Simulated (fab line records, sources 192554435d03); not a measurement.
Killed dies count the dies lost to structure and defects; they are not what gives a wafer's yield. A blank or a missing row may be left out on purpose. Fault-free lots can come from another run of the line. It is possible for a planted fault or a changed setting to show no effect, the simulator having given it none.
A struck lot beside a sound one / flow n5_finfet / 37 out of 1938 route steps
Sound: these wafers, L630.3, L630.4, L630.6. Struck: wafer L626.1 (L626.2, L626.6, from the same lot, were not struck and are left out); the cause is given at the end.
Each step with rows lists, per side, the tool, then ch with its chambers, then its first start. Under that, the readings that differ: sound wafers / struck wafers / difference of the means / sigmas: that difference in standard deviations of wafers without a fault.
alike: a reading whose means differ by less than 2 such deviations, as well as words and numbers matching on both sides. not compared: withheld readings; readings where some wafer has no value; bounds like >300 that might hide an equal value; numbers whose values overlap and for which the record gives no deviation.
The two part at a step that has a row with sigmas, a row that says differs or no value, or rows on one side only. Numbers that have no deviation but don't overlap get no sigmas and don't part them. A reading missing from all wafers of one side parts the sides only when that side holds two or more wafers.

first, 10 steps without rows for these wafers: N5_FIN_SAQP_ETCH_69 (etches SOC in N2/H2, stops on SiNx, target depth 150 nm); N5_FIN_SAQP_ETCH_67 (etches SiNx in CH3F/O2, target depth 30 nm); N5_FIN_SAQP_STRIP_70 (strips in N2/H2); N5_FIN_SAQP_RECESS_71 (chemistry HF/NH3, target SiO2, target depth 3 nm, afs cycles 1, sublimation time 60 s); N5_FIN_SAQP_SPACER2_ALD_28 (deposits SiO2, target thk 8.1 nm, pulse time 1 s, purge time 2 s); N5_FIN_SAQP_SPACER2_ETCHBACK_29 (etches SiO2 in CHF3/O2, target depth 12.2 nm, time 6.1 s); N5_FIN_SAQP_MANDREL2_REMOVE_60 (chemistry HBr/Cl2/O2, target a-Si, stops on SiNx, bt time 10 s); N5_FIN_SAQP_HM_OPEN_33 (chemistry CH3F/O2, target SiNx, target depth 49.4 nm, time 70.6 s); N5_FIN_SAQP_ETCH_34 (etches SiO2 in C4F6/O2, target depth 45 nm, time 15 s); N5_FIN_SAQP_STRIP_77 (strips in N2/H2, time 90 s).
N5_FIN_SAQP_ETCH_64: etches SiO2 in CF4, target depth 1.5 nm.
  sound on rie_si-04 ch 0,3, day 7 01:29; struck on rie_si-01 ch 2, day 6 04:38
reading=oes_product_au (a.u.); sound=1.033 0.994 0.995; struck=1.367; difference=+0.360; sigmas=+15
reading=model.SiNx_of_FIN_SAQP_HM_DEP_03.thk_nm (nm); sound=32.4 32.2 32.8; struck=30.8; difference=-1.7; sigmas=
reading=model.etch.depth_nm (nm); sound=1.543 1.452 1.451; struck=2.36; difference=+0.88; sigmas=
  alike: bias_w, drypump_motor_current_A, throttle_valve_pct
  not compared: rf_hours_counter_h
then, 23 steps without rows for these wafers: N5_FIN_SAQP_FIN_ETCH_36 (etches the open film in HBr/Cl2/O2, target depth 120 nm, time 50.4 s); N5_FIN_SAQP_PRECLEAN_38 (cleans in O3/DIW, time 45 s); N5_FIN_SAQP_PRECLEAN_45 (cleans in dHF, time 10 s); N5_FIN_SAQP_SRD_39 (time 30 s); N5_FIN_CUT_COAT_18 (time 60 s, resist thk 230 nm); N5_FIN_CUT_COAT_19 (time 60 s, resist thk 20 nm); N5_FIN_CUT_COAT_29 (time 60 s, resist thk 10 nm); N5_FIN_CUT_COAT_02 (resist thk 30 nm); N5_FIN_CUT_EBR_04; N5_FIN_CUT_SOFTBAKE_03 (time 60 s); N5_FIN_CUT_EXPOSE_05 (exposes mask FIN CUT); N5_FIN_CUT_PEB_06 (peb time 60 s); N5_FIN_CUT_DEVELOP_07 (develop time 30 s); N5_FIN_CUT_DESCUM_13 (chemistry O2, time 7 s); N5_FIN_CUT_ETCH_30 (etches underlayer in N2/H2, target depth 13 nm, time 10.4 s); N5_FIN_CUT_ETCH_20 (etches SiARC in CF4, target depth 26 nm, time 43.3 s); N5_FIN_CUT_ETCH_21 (etches SOC in N2/H2, target depth 219 nm, overetch 43.8 nm, time 523.5 s); N5_FIN_CUT_STRIP_23 (strips in N2/H2); N5_FIN_CUT_STRIP_31 (strips in N2/H2); N5_FIN_CUT_STRIP_24 (strips in CF4); N5_FIN_CUT_CUT_ETCH_26 (etches SiNx in CH3F/O2, target depth 39 nm, time 55.7 s); N5_FIN_CUT_CUT_ETCH_27 (etches SiO2 in CHF3/O2, target depth 4 nm, overetch 2 nm, time 4.9 s); N5_FIN_CUT_PRECLEAN_35 (cleans in vHF, time 13.3 s).
N5_STI_FIN_REVEAL_RECESS_09: chemistry HF/NH3, target SiO2, afs cycles 11, target depth 42.5 nm, sublimation time 60 s.
  sound on vapor_etch-01 ch 0,1, day 7 10:37; struck on vapor_etch-02 ch 0, day 6 12:31
reading=model.SiNx_of_FIN_SAQP_HM_DEP_03.thk_nm (nm); sound=17.8 18.2 19; struck=16.2; difference=-2.1; sigmas=
  alike: drypump_motor_current_A, temp_c
-- here the record skips 8 days between the struck wafers' starts before and after, leaving off in module STI_FIN_REVEAL and picking up in module BEOL_M4 (first step shown: number 1111 of the route) --
N5_BEOL_M4_RC_MEAS_101:
  sound on prober-01 ch 0, day 15 03:02; struck on prober-01 ch 0, day 14 01:17
  alike: DIBL_N, DIBL_P, IOFF_N, IOFF_P, ION_N, ION_P, SS_N, SS_P, VT_N, VT_P
-- here the record skips 4 days between the struck wafers' starts before and after, leaving off in module BEOL_M4 and picking up in module PASSIVATION (first step shown: number 1936 of the route) --
N5_PASSIVATION_PROBE_49:
  only the struck wafers here have rows in the record (prober-01, day 18 10:26); the sound ones have none

WHERE THEY PART
At N5_FIN_SAQP_ETCH_64 first; at N5_PASSIVATION_PROBE_49 last (within this record only).

WHY: what the simulator had put in
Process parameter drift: rie_si-01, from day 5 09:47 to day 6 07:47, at N5_FIN_SAQP_ETCH_64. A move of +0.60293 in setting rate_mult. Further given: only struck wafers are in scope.
